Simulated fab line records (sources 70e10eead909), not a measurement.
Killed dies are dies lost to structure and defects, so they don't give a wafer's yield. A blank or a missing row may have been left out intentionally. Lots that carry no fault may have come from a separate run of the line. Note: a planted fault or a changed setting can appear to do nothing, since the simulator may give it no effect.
Chamber matching / flow nand-harc / 3 sister chambers for NHARC_A_STAIRCASE_DEP_156 on pecvd-03
The step deposits SiNx, target thk 50 nm. 14 wafers are shown with their chamber, then 7 later ones without.

## WAFERS WITH THEIR CHAMBER
wafer=L075.2; chamber=0; heater-power-w (W)=753; heater-power-outer-w (W)=466
wafer=L075.3; chamber=2; heater-power-w (W)=683; heater-power-outer-w (W)=403
wafer=L075.5; chamber=0; heater-power-w (W)=785; heater-power-outer-w (W)=453
wafer=L083.1; chamber=0; heater-power-w (W)=822; heater-power-outer-w (W)=505
wafer=L083.3; chamber=2; heater-power-w (W)=682; heater-power-outer-w (W)=425
wafer=L083.5; chamber=1; heater-power-w (W)=733; heater-power-outer-w (W)=392
wafer=L087.2; chamber=2; heater-power-w (W)=685; heater-power-outer-w (W)=425
wafer=L087.4; chamber=2; heater-power-w (W)=694; heater-power-outer-w (W)=420
wafer=L087.5; chamber=1; heater-power-w (W)=844; heater-power-outer-w (W)=460
wafer=L093.1; chamber=2; heater-power-w (W)=753; heater-power-outer-w (W)=439
wafer=L093.2; chamber=1; heater-power-w (W)=807; heater-power-outer-w (W)=431
wafer=L093.6; chamber=1; heater-power-w (W)=813; heater-power-outer-w (W)=434
wafer=L096.2; chamber=0; heater-power-w (W)=760; heater-power-outer-w (W)=434
wafer=L096.4; chamber=2; heater-power-w (W)=651; heater-power-outer-w (W)=386

SIGNATURES (averages over the wafers above)
reading=heater-power-w; chamber 0=780.00; chamber 1=799.25; chamber 2=691.33; scatter within a chamber=37.2
reading=heater-power-outer-w; chamber 0=464.50; chamber 1=429.25; chamber 2=416.33; scatter within a chamber=24.9
Rule: distance of a wafer from a chamber = root of the sum over the readings of ((wafer's reading minus chamber's mean) / reading's scatter) squared. The wafer belongs to the nearest chamber; if the next one is less than 2 further off, it can't be placed. The scatter: the root of (the sum of the squares of (reading less its chamber's mean) over the shown wafers, divided by (wafers less chambers)).

## WAFERS MISSING THEIR CHAMBER
wafer=L096.5; heater-power-w (W)=794; heater-power-outer-w (W)=418
wafer=L094.1; heater-power-w (W)=748; heater-power-outer-w (W)=403
wafer=L094.4; heater-power-w (W)=776; heater-power-outer-w (W)=405
wafer=L094.6; heater-power-w (W)=749; heater-power-outer-w (W)=444
wafer=L095.1; heater-power-w (W)=699; heater-power-outer-w (W)=429
wafer=L095.3; heater-power-w (W)=808; heater-power-outer-w (W)=448
wafer=L095.6; heater-power-w (W)=816; heater-power-outer-w (W)=447

## WHICH CHAMBER EACH ONE RAN IN
wafer=L096.5; from the rows above=can't be placed: 1 or 0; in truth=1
wafer=L094.1; from the rows above=can't be placed: 2 or 1 or 0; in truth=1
wafer=L094.4; from the rows above=can't be placed: 1 or 2 or 0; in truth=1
wafer=L094.6; from the rows above=can't be placed: 0 or 1 or 2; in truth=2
wafer=L095.1; from the rows above=2; in truth=2
wafer=L095.3; from the rows above=can't be placed: 1 or 0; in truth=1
wafer=L095.6; from the rows above=can't be placed: 1 or 0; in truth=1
Correctly placed: 1 of 7. Can't be placed from these rows: 6 (the true chamber is among the candidates in 6). Placed wrongly: 0.
